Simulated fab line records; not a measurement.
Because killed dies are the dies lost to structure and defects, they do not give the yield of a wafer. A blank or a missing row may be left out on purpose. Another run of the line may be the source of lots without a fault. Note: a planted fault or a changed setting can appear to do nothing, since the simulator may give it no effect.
Code-filled problem report in 8D (eight disciplines) form + flow nandHarc + the parts of the form that need people (team, actions taken, sign-off) are left out

## 1. THE ISSUE
NHARC_END_SORT_01, killedAtPeriphery: mean 14.0 over 1 wafer from 1 lot; wafers with no fault: 3.6, standard deviation 2.3. Measured from the usual mean, that is +4.5 standard deviations.
First observed at day 21 13:43: wafer L263.5, on prober-02. The record holds 37 wafers of 13 lots with a number at this step. Rule for "out", or "out of limits": more than 4 standard deviations from the usual mean. All remaining wafers that have a number are taken as sound.

## 2. WHAT IT IS, WHAT IT ISN'T
| question                    | is                     | is not                                                                                                                                                             |
|-----------------------------|------------------------|--------------------------------------------------------------------------------------------------------------------------------------------------------------------|
| which readings at this step | killedAtPeriphery      | defectLimitedYield, killedAtArray, killedAtOther, killedDies, killedOpen, sort_bin_2_pct, sort_bin_3_pct, sort_bin_4_pct, sortNPass, sortRimYieldPct, sortYieldPct |
| which lots                  | L263                   | L254, L256, L257, L258, L259, L261, L262, L271, L272, L273, L276, L277                                                                                             |
| which wafers of those lots  | all that have a number | -                                                                                                                                                                  |
| read on which gauges        | prober-02              | prober-01                                                                                                                                                          |
| when                        | from day 21 13:43      | up to then (21 sound wafers); but 15 sound wafers of L271, L272, L273, L276, L277 came after                                                                       |

## 3. THE SUSPECTS, EACH WITH WHAT RULES IT OUT
Counting: a tool stays on the suspect list if, at a process step up to the reading, it processed all lots that are out and no sound lot following the first of them.
- the gauge at NHARC_END_SORT_01: kept. All the wafers that are out were read on prober-02, and no step on other tools shows them out.
- pvdSputter-03 at NHARC_P_M0_PRE_CLEAN_29 (time 30 s): ruled out as a lasting fault. Following L263 (day 8 06:23), the first lot on it that is out, the sound lots L276 were run on it.
- pvdSputter-03 at NHARC_P_M0_PVD_21 (deposits Cu, target thk 30 nm, time 20.49 s): ruled out as a lasting fault. Following L263 (day 8 07:59), the first lot on it that is out, the sound lots L276 were run on it. With no start given for some of its lots, NHARC_P_M0_PVD_21 uses the hours and lot order of NHARC_P_M0_PRE_CLEAN_31.
- pecvd-01 at NHARC_P_M0_PRE_CLEAN_31 (time 12 s): kept. It ran the lot that is out, L263 (day 8 07:59), and no sound lot after that; its last sound lot up to then is L261 (day 7 19:23).
Remaining after the count are pecvd-01 at NHARC_P_M0_PRE_CLEAN_31 and prober-02 at NHARC_END_SORT_01.

## 4. THE CAUSE (what the simulator had put in)
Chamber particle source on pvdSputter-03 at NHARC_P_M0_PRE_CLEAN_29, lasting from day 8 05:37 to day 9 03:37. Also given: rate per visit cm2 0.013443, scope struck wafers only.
It was ruled out by counting, in error; the rule expects a fault to strike all lots run on its tool from its start on, and this fault did not.

## 5. THE EFFECT CHAIN, in route order
Each row: a reading whose mean over the struck wafers that have a number lies more than 3 standard deviations from the usual. Only readings for which the record gives a usual standard deviation are gone through. hours: the time from each lot's start at the first step in this table that gives one to its start at this step, as a median over the lots. sigmas: the change in usual standard deviations.
| hours | step              | reading           | usual | on struck wafers | change | sigmas |
|-------|-------------------|-------------------|-------|------------------|--------|--------|
| 0     | NHARC_END_SORT_01 | killedAtPeriphery | 3.6   | 14.0             | +10.4  | +4.5   |

## 6. HOW IT WOULD HAVE BEEN CAUGHT EARLIER
In this record the first reading out of limits at a measuring or inspecting step was taken at day 21 13:43, 320 hours after the fault began at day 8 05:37.
No tool reading at NHARC_P_M0_PRE_CLEAN_29 that has a usual standard deviation in the record was out on any struck wafer, so an alarm limit of 4 standard deviations on those readings would not have fired.
